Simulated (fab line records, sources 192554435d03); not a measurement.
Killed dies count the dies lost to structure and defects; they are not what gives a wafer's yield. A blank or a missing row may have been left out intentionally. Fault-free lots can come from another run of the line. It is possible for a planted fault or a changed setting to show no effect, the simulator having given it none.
Which tool did it?    flow n5Finfet    Sampling: 24 lots, 72 wafers, 5 of 1938 route steps

WHAT THE GAUGES SHOWED, per wafer
N5_BEOL_M10_CD_MEAS_28: target cd 70 nm. Usual: cdNm 69.9 nm, standard deviation 0.8.
lot   measured      on        cdNm (nm)       flag
L074  day 10 04:41  cdSem-02  67.7 69.2 69.6  
L075  day 10 18:52  cdSem-01  70.8 69.3 70.1  
L077  day 10 20:39  cdSem-03  69.8 69.8 69.7  
L076  day 10 22:09  cdSem-01  68.5 67.9 68.7  
L079  day 10 22:11  cdSem-03  70.9 71.3 70.9  
L078  day 11 01:41  cdSem-03  69.8 71.2 69.8  
L080  day 11 16:08  cdSem-02  68.6 69.3 69.7  
L082  day 12 01:51  cdSem-02  70.0 69.7 70.4  
L081  day 12 03:07  cdSem-02  70.7 71.3 70.4  
L083  day 12 10:17  cdSem-03  68.4 70.2 69.8  
L085  day 12 21:04  cdSem-02  70.1 69.4 68.9  
L086  day 13 05:58  cdSem-03  70.6 71.0 70.1  
L084  day 13 11:59  cdSem-02  69.9 70.8 68.6  
L088  day 13 14:41  cdSem-03  69.9 69.1 69.8  
L087  day 13 18:37  cdSem-01  69.0 69.8 68.5  
L089  day 13 20:50  cdSem-01  70.8 71.0 71.4  
L091  day 14 04:42  cdSem-01  70.2 69.8 69.3  
L090  day 14 05:01  cdSem-01  70.7 69.9 70.9  
L093  day 14 18:22  cdSem-01  71.1 70.7 69.8  
L092  day 15 02:34  cdSem-03  69.5 69.3 69.6  
L094  day 15 12:46  cdSem-01  71.0 69.2 70.3  
L095  day 15 15:14  cdSem-02  70.6 70.4 70.9  
L096  day 15 21:59  cdSem-03  69.2 70.4 70.2  
L097  day 16 02:49  cdSem-03  70.4 69.7 70.4  

N5_BEOL_M10_RS_MEAS_57: uses a four-point probe to measure. Usual: for M10_RS the level is 0.1511 ohm/sq and the standard deviation is 0.0021.
lot   measured      on            M10_RS (ohm/sq)       flag
L074  day 10 08:18  filmMetro-01  0.1511 0.1504 0.1461  
L075  day 10 22:15  filmMetro-02  0.1521 0.1521 0.1505  
L077  day 11 00:43  filmMetro-01  0.1507 0.1491 0.1538  
L076  day 11 00:47  filmMetro-01  0.1507 0.1513 0.1507  
L079  day 11 00:57  filmMetro-01  0.1493 0.1532 0.1530  
L078  day 11 04:57  filmMetro-01  0.1517 0.1509 0.1513  
L080  day 11 20:49  filmMetro-01  0.1495 0.1538 0.1512  
L082  day 12 05:53  filmMetro-01  0.1520 0.1512 0.1470  
L081  day 12 07:25  filmMetro-02  0.1522 0.1476 0.1535  
L083  day 12 13:55  filmMetro-01  0.1471 0.1483 0.1481  
L085  day 13 01:42  filmMetro-01  0.1501 0.1480 0.1518  
L086  day 13 09:38  filmMetro-02  0.1489 0.1511 0.1503  
L084  day 13 15:33  filmMetro-01  0.1484 0.1498 0.1502  
L088  day 13 17:41  filmMetro-01  0.1516 0.1488 0.1534  
L087  day 13 22:25  filmMetro-01  0.1492 0.1548 0.1539  
L089  day 14 01:44  filmMetro-01  0.1512 0.1500 0.1519  
L091  day 14 09:44  filmMetro-02  0.1524 0.1543 0.1513  
L090  day 14 10:17  filmMetro-02  0.1548 0.1530 0.1486  
L093  day 14 22:23  filmMetro-01  0.1526 0.1522 0.1505  
L092  day 15 05:39  filmMetro-01  0.1492 0.1520 0.1510  
L094  day 15 17:34  filmMetro-01  0.1530 0.1511 0.1539  
L095  day 15 20:02  filmMetro-02  0.1528 0.1554 0.1547  
L096  day 16 01:19  filmMetro-01  0.1530 0.1522 0.1538  
L097  day 16 06:11  filmMetro-02  0.1537 0.1531 0.1516  

EACH LOT AND THE TOOL THAT RAN IT (in order: tool; ch and the chambers of the sampled wafers; start)
lot   N5_BEOL_M10_CURE_71           N5_BEOL_M10_HM_DEP_02        N5_BEOL_M10_ETCH_41
L074  uvCure-03 ch 2, day 9 23:45   pvdSputter-01, day 10 01:32  rieDiel-04 ch 0,1,3, day 10 08:18 or earlier
L075  uvCure-02 ch 0, day 10 14:32  pvdSputter-02, day 10 16:02  rieDiel-05 ch 1,2, day 10 22:15 or earlier
L077  uvCure-03 ch 2, day 10 17:02  pvdSputter-01, day 10 19:02  rieDiel-05 ch 1,2, day 11 00:43 or earlier
L076  uvCure-01 ch 1, day 10 17:40  pvdSputter-01, day 10 19:20  rieDiel-06 ch 0,1,2, day 11 00:47 or earlier
L079  uvCure-02 ch 2, day 10 17:48  pvdSputter-01, day 10 19:34  rieDiel-05 ch 0,1, day 11 00:57 or earlier
L078  uvCure-01 ch 1, day 10 20:46  pvdSputter-02, day 10 22:58  rieDiel-06 ch 0,2, day 11 04:57 or earlier
L080  uvCure-03 ch 0, day 11 12:24  pvdSputter-03, day 11 14:56  rieDiel-05 ch 0,3, day 11 20:49 or earlier
L082  uvCure-03 ch 1, day 11 21:15  pvdSputter-01, day 11 22:07  rieDiel-05 ch 0,3, day 12 05:53 or earlier
L081  uvCure-03 ch 0, day 11 23:02  pvdSputter-02, day 12 00:41  rieDiel-06 ch 0,3, day 12 07:25 or earlier
L083  uvCure-01 ch 0, day 12 05:25  pvdSputter-02, day 12 07:04  rieDiel-04 ch 1,3, day 12 13:55 or earlier
L085  uvCure-01 ch 0, day 12 18:31  pvdSputter-02, day 12 19:17  rieDiel-04 ch 1,2,3, day 13 01:42 or earlier
L086  uvCure-01 ch 1, day 13 02:16  pvdSputter-01, day 13 04:41  rieDiel-04 ch 0,1,2, day 13 09:38 or earlier
L084  uvCure-03 ch 1, day 13 07:57  pvdSputter-01, day 13 08:47  rieDiel-04 ch 0,1,2, day 13 15:33 or earlier
L088  uvCure-01 ch 2, day 13 09:21  pvdSputter-01, day 13 11:42  rieDiel-05 ch 1,2, day 13 17:41 or earlier
L087  uvCure-03 ch 2, day 13 15:14  pvdSputter-01, day 13 16:19  rieDiel-06 ch 0,2,3, day 13 22:25 or earlier
L089  uvCure-03 ch 2, day 13 17:35  pvdSputter-03, day 13 19:18  rieDiel-05 ch 0,3, day 14 01:44 or earlier
L091  uvCure-03 ch 0, day 13 21:52  pvdSputter-01, day 14 00:18  rieDiel-05 ch 0,1,3, day 14 09:44 or earlier
L090  uvCure-01 ch 2, day 14 01:30  pvdSputter-01, day 14 03:29  rieDiel-06 ch 0,1,3, day 14 10:17 or earlier
L093  uvCure-02 ch 1, day 14 11:11  pvdSputter-03, day 14 14:19  rieDiel-05 ch 2,3, day 14 22:23 or earlier
L092  uvCure-01 ch 1, day 14 21:11  pvdSputter-02, day 15 00:34  rieDiel-04 ch 1,2,3, day 15 05:39 or earlier
L094  uvCure-01 ch 2, day 15 10:23  pvdSputter-02, day 15 11:26  rieDiel-06 ch 0,1,2, day 15 17:34 or earlier
L095  uvCure-02 ch 0, day 15 12:46  pvdSputter-01, day 15 13:55  rieDiel-06 ch 0,1,2, day 15 20:02 or earlier
L096  uvCure-01 ch 0, day 15 18:37  pvdSputter-02, day 15 19:41  rieDiel-04 ch 1,2, day 16 01:19 or earlier
L097  uvCure-02 ch 2, day 15 23:55  pvdSputter-02, day 16 00:59  rieDiel-05 ch 0,2, day 16 06:11 or earlier
- N5_BEOL_M10_CURE_71: cures SiCOH lowk, time 240 s.
- N5_BEOL_M10_HM_DEP_02: deposits TiN, target thk 20 nm.
- N5_BEOL_M10_ETCH_41: etches SiCN in CH3F/O2, target depth 42.6 nm, time 86 s.

AS READ BY THE TOOLS THEMSELVES (means over the sampled wafers that have a number; for cases with no such wafer, the mark the record gives instead)
N5_BEOL_M10_CURE_71. Usual: lampPowerPct 52.32 %, standard deviation 0.057; wafer_temp_C_max 386.7, standard deviation 0.55.
lot   tool       lampPowerPct (%)  wafer_temp_C_max  flag
L074  uvCure-03  52.32             386.2             
L075  uvCure-02  52.32             386.9             
L077  uvCure-03  52.33             386.6             
L076  uvCure-01  52.29             385.8             
L079  uvCure-02  52.28             386.7             
L078  uvCure-01  52.35             386.1             
L080  uvCure-03  52.32             387.5             
L082  uvCure-03  52.30             386.9             
L081  uvCure-03  52.36             387.5             
L083  uvCure-01  52.29             386.2             
L085  uvCure-01  52.24             386.1             
L086  uvCure-01  52.33             385.8             
L084  uvCure-03  52.38             387.3             
L088  uvCure-01  52.33             387.3             
L087  uvCure-03  52.31             386.3             
L089  uvCure-03  52.33             386.5             
L091  uvCure-03  52.37             387.4             
L090  uvCure-01  52.31             386.6             
L093  uvCure-02  52.38             386.4             
L092  uvCure-01  52.35             386.4             
L094  uvCure-01  52.28             387.2             
L095  uvCure-02  52.35             387.0             
L096  uvCure-01  52.28             386.3             
L097  uvCure-02  52.32             386.9             

N5_BEOL_M10_HM_DEP_02. Usual: substrateTempC 25.00 C, standard deviation 0.11; throttleValvePct 30.4 %, standard deviation 0.89.
lot   tool           substrateTempC (C)  throttleValvePct (%)  flag
L074  pvdSputter-01  25.05               31.0                  
L075  pvdSputter-02  25.03               30.4                  
L077  pvdSputter-01  25.05               30.0                  
L076  pvdSputter-01  24.90               31.4                  
L079  pvdSputter-01  25.00               30.8                  
L078  pvdSputter-02  24.94               30.3                  
L080  pvdSputter-03  25.02               29.9                  
L082  pvdSputter-01  25.04               30.4                  
L081  pvdSputter-02  25.05               30.1                  
L083  pvdSputter-02  24.93               30.3                  
L085  pvdSputter-02  25.09               30.5                  
L086  pvdSputter-01  25.01               30.7                  
L084  pvdSputter-01  25.05               30.4                  
L088  pvdSputter-01  24.95               30.6                  
L087  pvdSputter-01  24.95               30.3                  
L089  pvdSputter-03  25.06               30.6                  
L091  pvdSputter-01  25.04               30.2                  
L090  pvdSputter-01  25.03               31.0                  
L093  pvdSputter-03  24.96               29.9                  
L092  pvdSputter-02  24.94               30.2                  
L094  pvdSputter-02  24.98               30.4                  
L095  pvdSputter-01  25.09               30.7                  
L096  pvdSputter-02  25.04               29.9                  
L097  pvdSputter-02  24.94               30.5                  

N5_BEOL_M10_ETCH_41. Usual: chamberPressureMTorr 30.002 mTorr, standard deviation 0.025; drypumpMotorCurrentA 5.8 A, standard deviation 0.39; oesProductAu 0.80 a.u., standard deviation 0.071; rfVppV 298.0 V, standard deviation 1.5; showerheadPlenumPTorr 2.03 Torr, standard deviation 0.064; throttleValvePct 16.16 %, standard deviation 0.24.
lot   tool        chamberPressureMTorr (mTorr)  drypumpMotorCurrentA (A)  oesProductAu (a.u.)  rfVppV (V)  showerheadPlenumPTorr (Torr)  throttleValvePct (%)  flag
L074  rieDiel-04  29.988                        5.7                       0.86                 297.9       2.03                          16.04                 
L075  rieDiel-05  30.017                        5.7                       0.77                 298.5       2.06                          16.03                 
L077  rieDiel-05  30.025                        5.7                       0.77                 299.0       2.06                          16.04                 
L076  rieDiel-06  30.023                        6.0                       0.77                 297.9       2.00                          16.27                 
L079  rieDiel-05  29.991                        5.3                       0.81                 299.5       2.11                          16.25                 
L078  rieDiel-06  30.003                        5.8                       0.72                 296.9       1.96                          16.26                 
L080  rieDiel-05  30.013                        5.3                       0.88                 299.8       2.07                          16.22                 
L082  rieDiel-05  29.985                        5.6                       0.91                 297.4       2.02                          16.14                 
L081  rieDiel-06  30.005                        6.1                       0.80                 298.0       2.04                          16.03                 
L083  rieDiel-04  30.025                        5.7                       0.85                 297.8       2.03                          15.97                 
L085  rieDiel-04  29.986                        5.8                       0.82                 298.5       2.02                          16.16                 
L086  rieDiel-04  30.004                        5.8                       0.80                 297.6       2.02                          16.27                 
L084  rieDiel-04  29.999                        5.8                       0.80                 297.4       2.01                          16.27                 
L088  rieDiel-05  29.975                        5.8                       0.79                 298.0       2.04                          15.94                 
L087  rieDiel-06  29.994                        6.0                       0.79                 297.3       2.00                          16.10                 
L089  rieDiel-05  30.005                        5.4                       0.85                 298.4       2.06                          16.26                 
L091  rieDiel-05  29.998                        5.5                       0.80                 298.6       2.05                          16.23                 
L090  rieDiel-06  30.004                        6.3                       0.81                 298.9       2.07                          16.06                 
L093  rieDiel-05  29.995                        5.9                       0.86                 296.5       1.98                          16.02                 
L092  rieDiel-04  30.015                        5.8                       0.80                 297.3       2.01                          16.20                 
L094  rieDiel-06  30.000                        6.0                       0.73                 297.9       1.99                          16.35                 
L095  rieDiel-06  30.012                        6.0                       0.73                 297.0       1.99                          16.34                 
L096  rieDiel-04  29.996                        6.0                       0.77                 297.7       2.01                          16.21                 
L097  rieDiel-05  29.997                        5.3                       0.80                 298.6       2.08                          16.20                 

THE ANSWER, worked out from the rows above alone
Rule: a lot counts as off when the mean over its wafers that have a number is more than 3 standard deviations away from the usual mean. A lot without any number at a reading at which 4 lots or more have one is off too. The other lots that the step has rows for count as sound. The gauges are gone through in route order, then the tools' own readings, and for those a lot's mean is taken as printed above. At the first step where some lot is off, the reading lying furthest off is the one used; lots without a number count as furthest.
Nothing can be told from this: no lot is off at any reading shown.

WHAT HAD BEEN PUT IN BY THE SIMULATOR
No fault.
